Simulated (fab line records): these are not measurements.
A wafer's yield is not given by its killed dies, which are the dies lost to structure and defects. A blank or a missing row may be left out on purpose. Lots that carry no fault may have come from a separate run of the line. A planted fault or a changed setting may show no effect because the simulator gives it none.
Matching of chambers    flow nandHarc    NHARC_P_M0_PRE_CLEAN_31 on pecvd-03 has 3 sister chambers
The step time 12 s. 3 wafers are shown with their chamber, then 8 later ones without.

## WAFERS PAIRED WITH THEIR CHAMBERS
wafer   chamber  heaterPowerW (W)
L082.4  0        562
L082.5  1        754
L085.2  2        650

## WAFERS WITHOUT THEIR CHAMBER
wafer   heaterPowerW (W)
L085.3  814
L085.5  798
L092.3  544
L092.4  758
L092.5  549
L095.1  811
L095.4  636
L095.5  809

## WHICH CHAMBER EACH ONE RAN IN
wafer   from the rows above      in truth
L085.3  1                        1
L085.5  1                        1
L092.3  0                        0
L092.4  1                        1
L092.5  0                        0
L095.1  1                        1
L095.4  can't be placed: 2 or 0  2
L095.5  1                        1
7 of 8 placed correctly. Cannot be placed on the basis of these rows: 1; the candidates contain the true chamber in 1. Wrongly placed: 0.
How it was worked out, from the rows above alone: a wafer's distance from a chamber is the root of the sum, over the readings, of the square of ((its reading less the chamber's mean) divided by the reading's scatter). The wafer belongs to the nearest chamber; if the next one is less than 2 further off, it can't be placed. A chamber's mean is the mean of its shown wafers. The scatter: root of mean squared gap, hidden wafer to nearest shown wafer, with one shown wafer a chamber.
